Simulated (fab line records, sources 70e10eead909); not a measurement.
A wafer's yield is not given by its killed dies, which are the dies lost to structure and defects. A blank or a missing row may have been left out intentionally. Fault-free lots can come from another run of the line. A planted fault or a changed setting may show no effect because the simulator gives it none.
fab line records	flow nand_harc	part 2 of 2: steps 23 to 31 of 31
record: lots: 5	wafers: 15	last_day: 25
route steps=1159 shown A_STAIRCASE@714 A_SGD_CUT@747
lots with no fault: from the same line, run without faults
start_h: the number of hours between the record's first day and the start of the first shown wafer of the lot	wait_h: hours since the lot's step before	" the same as in the row above	L1.1+2: a row that stands for several wafers	- value missing, or start not given	* or withheld: withheld	< > ~ a bound
route shown NAME@n: NAME is a module with steps in the file, n the number in the route of the first one	usual: average and standard deviation across the fault-free wafers	same: alike in all rows	chamber/n: place in a boat	sites: per-site readings	_std_site: standard deviation across them	_edge_site: inner sites' mean taken away from outer sites' mean	radius_mm: for every site, how far away it sits from the centre of the wafer	mask NAME#n: copy n	behind: the most recent tool/chamber to have shaped the wafer	hold: the reason the lot was held/the length of the hold in hours/how it ended	device: the transistor (n, p or np) that didn't switch	end of line: the same wafers' tests at the end of the route	a step without rows: its recipe alone	killed: not the wafer's yield, but the dies lost to structure and defects at the first sort	map: per-die view of a wafer (x killed, . not killed, _ where there is no die)
set.NAME: the setting that was run; set.NAME@STEP: the one run at that earlier step	model.NAME: the simulator's own value behind a step, which no gauge read
lots at some steps of the route; a table a step, a row a wafer
services: from which hour (start_h, from the record's first day; less than 0 if before it) a tool's chamber was out of use, for how many hours, and why
== steps ==
step: NHARC_A_STAIRCASE_ETCHBACK_157
recipe: target_depth_a: 900	over_etch_frac: 0.3	time_s: 167.14	ion_energy_ev: 120	ch3f_flow_sccm: 50	o2_flow_sccm: 30	ar_flow_sccm: 200	rf_w: 500	bias_w: 100	chemistry: CH3F/O2
usual: drypump_motor_current_A: 5.5/0.39	oes_product_au: 0.97/0.034	rf_vpp_V: 244.0/1.4	showerhead_plenum_p_Torr: 2.43/0.081	throttle_valve_pct: 20.663/0.0087
lot.wafer	tool	chamber	start_h	wait_h	drypump_motor_current_A	oes_product_au	rf_hours_counter_h	rf_vpp_V	showerhead_plenum_p_Torr	throttle_valve_pct
L075.4	rie_diel-02	0	311.57	0.2	5.8	0.98	58	242.1	2.36	20.646
L075.5	"	1	"	"	6.0	0.96	-	242.0	2.29	20.659
L075.6	"	2	"	"	5.3	0.96	-	243.2	2.37	20.685
L088.3	rie_diel-02	2	388.29	0.3	5.3	0.99	19	244.7	2.36	20.656
L088.6	"	0	"	"	5.9	1.02	-	242.9	2.35	20.656
L088.5	"	1	"	"	5.9	0.99	-	241.5	2.29	20.674
L090.3	rie_diel-12	3	407.53	0.2	5.3	1.00	9	243.5	2.49	20.653
L090.2	"	0	"	"	5.6	1.01	9	245.9	2.50	20.665
L090.1	"	1	"	"	5.9	1.02	9	243.6	2.35	20.649
L094.4	rie_diel-02	2	420.75	0.2	5.3	0.92	32	244.8	2.36	20.658
L094.6	"	0	"	"	5.9	0.94	-	243.9	2.35	20.656
L094.5	"	1	"	"	6.0	0.93	-	241.5	2.28	20.657
L097.2	rie_diel-02	1	445.77	0.2	6.0	0.97	38	241.1	2.28	20.654
L097.3	"	2	"	"	5.3	0.97	40	242.5	2.36	20.671
L097.6	"	2	"	"	5.3	0.97	-	241.9	2.35	20.673
step: NHARC_A_STAIRCASE_STRIP_475
recipe: time_s: 20	o2_flow_sccm: 500	ar_flow_sccm: 0	bias_w: 0	chemistry: O2
usual: drypump_motor_current_A: 5.6/0.4	oes_product_au: 1.003/0.014	rf_vpp_V: 57.6/0.86	showerhead_plenum_p_Torr: 3.49/0.11	throttle_valve_pct: 17.036/0.0085
lot.wafer	tool	chamber	start_h	wait_h	drypump_motor_current_A	oes_product_au	rf_hours_counter_h	rf_vpp_V	showerhead_plenum_p_Torr	throttle_valve_pct
L075.4	rie_diel-02	1	-	-	6.0	1.014	52	58.2	3.30	17.022
L075.5	"	1	"	"	6.0	1.002	-	58.7	3.30	17.027
L075.6	"	2	"	"	5.4	1.002	-	58.1	3.41	17.039
L088.3	rie_diel-02	1	-	-	6.0	0.997	18	57.0	3.29	17.016
L088.6	"	1	"	"	6.0	0.988	-	59.2	3.29	17.021
L088.5	"	2	"	"	5.3	0.998	-	57.1	3.40	17.035
L090.3	rie_diel-12	1	-	-	5.9	1.022	9	58.4	3.38	17.046
L090.1	"	2	"	"	6.1	0.982	9	57.4	3.67	17.025
L090.2	"	3	"	"	5.3	0.990	9	58.7	3.57	17.042
L094.4	rie_diel-02	2	-	-	5.3	0.983	32	58.3	3.39	17.046
L094.6	"	0	"	"	5.8	1.020	-	56.4	3.38	17.036
L094.5	"	1	"	"	6.0	1.005	-	56.7	3.28	17.041
L097.3	rie_diel-02	3	-	-	5.2	1.025	40	57.7	3.44	17.046
L097.2	"	1	"	"	6.0	1.000	38	57.2	3.28	17.038
L097.6	"	3	"	"	5.2	1.021	-	59.1	3.44	17.026
step: NHARC_A_STAIRCASE_DEP_471
recipe: target_thk_a: 1000	temp_c: 400	pressure_torr: 6.5	rf_w: 900	teos_flow_sccm: 161.4	flow_sccm: 2650	target_thk_nm: 100	gas: O2	material: SiO2
usual: heater_power_w: 580/110	throttle_valve_pct: 16.1/0.45
lot.wafer	tool	chamber	start_h	wait_h	heater_power_w	throttle_valve_pct
L075.5	pecvd-01	2	311.89	-	604	15.8
L075.6	"	0	"	"	569	15.5
L075.4	"	1	"	"	720	15.7
L088.3	pecvd-03	1	389.12	-	728	16.5
L088.6	"	1	"	"	726	16.5
L088.5	"	0	"	"	352	16.3
L090.3	pecvd-03	0	407.81	-	421	16.3
L090.2	"	1	"	"	693	16.8
L090.1	"	2	"	"	594	16.1
L094.6	pecvd-03	0	421.98	-	440	16.5
L094.5	"	1	"	"	673	16.7
L094.4	"	2	"	"	656	15.9
L097.2	pecvd-03	2	446.09	-	665	16.1
L097.3	"	0	"	"	443	16.4
L097.6	"	1	"	"	591	16.5
step: NHARC_A_STAIRCASE_CMP_472
recipe: material: SiO2
usual: motor_current_A: 11.9/1.4
lot.wafer	tool	chamber	start_h	wait_h	motor_current_A
L075.4	cmp-04	1	312.08	0.1	13.0
L075.6	"	1	"	"	13.0
L075.5	"	2	"	"	10.6
L088.3	cmp-03	3	389.42	0.3	11.1
L088.5	"	2	"	"	13.0
L088.6	"	3	"	"	11.4
L090.3	cmp-01	2	408.08	0.2	14.5
L090.2	"	3	"	"	10.8
L090.1	"	0	"	"	11.8
L094.4	cmp-04	2	422.17	0.1	11.5
L094.6	"	2	"	"	10.9
L094.5	"	3	"	"	9.1
L097.2	cmp-04	2	446.34	0.2	10.4
L097.3	"	3	"	"	9.7
L097.6	"	3	"	"	10.1
step: NHARC_A_STAIRCASE_SRD_474
lot.wafer	tool	chamber	start_h	wait_h
L075.6+5+4	wet_bench-07	2,6,7	312.35	0.0
L088.5+3+6	wet_bench-02	3,6,7	389.66	0.0
L090.2+1+3	wet_bench-02	0,1,4	408.35	0.0
L094.6+4+5	wet_bench-07	2,3,5	422.43	0.0
L097.6+3+2	wet_bench-01	3,4,5	446.60	0.0
step: NHARC_A_STAIRCASE_INSPECT_155
usual: raw_defect_count: 373/130
lot.wafer	tool	chamber	start_h	wait_h	raw_defect_count
L075.4	defect_inspect-01	-	312.43	0.1	746
L075.5	"	-	"	"	557
L075.6	"	-	"	"	451
L088.3	defect_inspect-01	-	389.74	0.1	307
L088.5	"	-	"	"	300
L088.6	"	-	"	"	197
L090.1	defect_inspect-01	-	408.43	0.1	335
L090.2	"	-	"	"	516
L090.3	"	-	"	"	420
L094.4	defect_inspect-01	-	422.51	0.1	375
L094.5	"	-	"	"	297
L094.6	"	-	"	"	380
L097.2	defect_inspect-02	-	446.69	0.1	359
L097.3	"	-	"	"	524
L097.6	"	-	"	"	518
step: NHARC_A_SGD_CUT_DEP_00
recipe: target_thk_a: 500	temp_c: 400	target_thk_nm: 50	flow_sccm: 200	rf_w: 450	material: SiNx
usual: heater_power_w: 718/82
lot.wafer	tool	chamber	start_h	wait_h	heater_power_w
L075.4	pecvd-04	1	312.58	0.1	733
L075.5	"	2	"	"	611
L075.6	"	0	"	"	855
L088.3	pecvd-02	0	389.84	0.1	602
L088.5	"	0	"	"	592
L088.6	"	1	"	"	747
L090.3	pecvd-02	2	408.55	0.1	699
L090.2	"	0	"	"	641
L090.1	"	1	"	"	766
L094.6	pecvd-04	0	422.86	0.4	908
L094.5	"	1	"	"	781
L094.4	"	2	"	"	632
L097.2	pecvd-01	0	446.75	0.1	737
L097.3	"	2	"	"	648
L097.6	"	0	"	"	727
step: NHARC_A_SGD_CUT_DEHYDRATE_01
recipe: temp_c: 150	time_s: 120
usual: exhaust_pa: 45.0/0.84	plate_temp_C: 150.01/0.15	resist_line_temp_C: 23.00/0.1
lot.wafer	tool	chamber	start_h	wait_h	exhaust_pa	plate_temp_C	resist_line_temp_C
L075.4	litho_track-06	0	312.76	0.2	45.2	150.37	22.89
L075.5	"	0	"	"	45.7	150.15	22.99
L075.6	"	0	"	"	43.6	150.19	22.94
L088.3	litho_track-04	0	390.08	0.2	44.5	149.89	22.99
L088.5	"	0	"	"	44.8	149.96	23.04
L088.6	"	0	"	"	44.9	149.87	22.98
L090.1	litho_track-04	0	408.82	0.2	44.4	150.20	23.12
L090.2	"	0	"	"	46.7	150.02	22.89
L090.3	"	0	"	"	45.4	150.13	23.11
L094.4	litho_track-04	0	423.05	0.1	45.3	149.92	23.00
L094.5	"	0	"	"	44.7	149.99	22.97
L094.6	"	0	"	"	45.2	150.06	23.01
L097.2	litho_track-06	0	447.03	0.2	45.2	150.22	22.87
L097.3	"	0	"	"	45.2	149.98	23.03
L097.6	"	0	"	"	44.4	150.19	22.91
step: NHARC_A_SGD_CUT_HMDS_02
recipe: time_s: 30
usual: exhaust_pa: 44.8/0.9	resist_line_temp_C: 23.02/0.098
lot.wafer	tool	chamber	start_h	wait_h	exhaust_pa	resist_line_temp_C
L075.4	litho_track-06	0	-	-	46.5	23.06
L075.5	"	0	"	"	45.9	22.94
L075.6	"	0	"	"	46.7	23.11
L088.3	litho_track-04	0	-	-	44.2	23.11
L088.5	"	0	"	"	43.9	23.21
L088.6	"	0	"	"	45.2	23.17
L090.1	litho_track-04	0	-	-	44.6	22.95
L090.2	"	0	"	"	43.6	22.96
L090.3	"	0	"	"	44.3	23.05
L094.4	litho_track-04	0	-	-	45.4	23.03
L094.5	"	0	"	"	45.6	23.08
L094.6	"	0	"	"	45.6	23.08
L097.2	litho_track-06	0	-	-	45.9	23.02
L097.3	"	0	"	"	46.4	22.75
L097.6	"	0	"	"	46.0	22.86
== services ==
tool	chamber	start_h	hours	kind
cmp-04	-	282.36	0.7	repair
cmp-03	-	283.21	2.4	repair
wet_bench-02	-	286.08	7.9	repair
rie_diel-02	3	287.61	5.5	repair
litho_track-06	-	292.00	7.0	pm
pecvd-03	-	292.01	13.0	pm
krf_scanner-04	-	298.00	4.0	pm
cmp-04	-	301.73	4.0	pm
litho_track-04	-	316.00	7.0	pm
rie_diel-12	3	319.36	2.0	repair
cmp-01	-	320.03	3.2	repair
rie_diel-02	-	327.86	9.0	pm
rie_diel-03	1	332.84	6.5	repair
rie_diel-12	1	337.97	1.2	repair
cmp-04	-	351.55	1.0	repair
wet_bench-02	-	356.00	8.0	pm
litho_track-07	-	364.00	7.0	pm
rie_diel-12	-	379.86	9.0	pm
rie_diel-02	0	383.46	2.1	repair
litho_track-03	-	388.00	7.0	pm
rie_diel-02	-	388.79	0.9	repair
wet_bench-01	-	389.63	8.0	pm
rie_diel-03	-	392.39	9.0	pm
cmp-04	-	399.73	4.0	pm
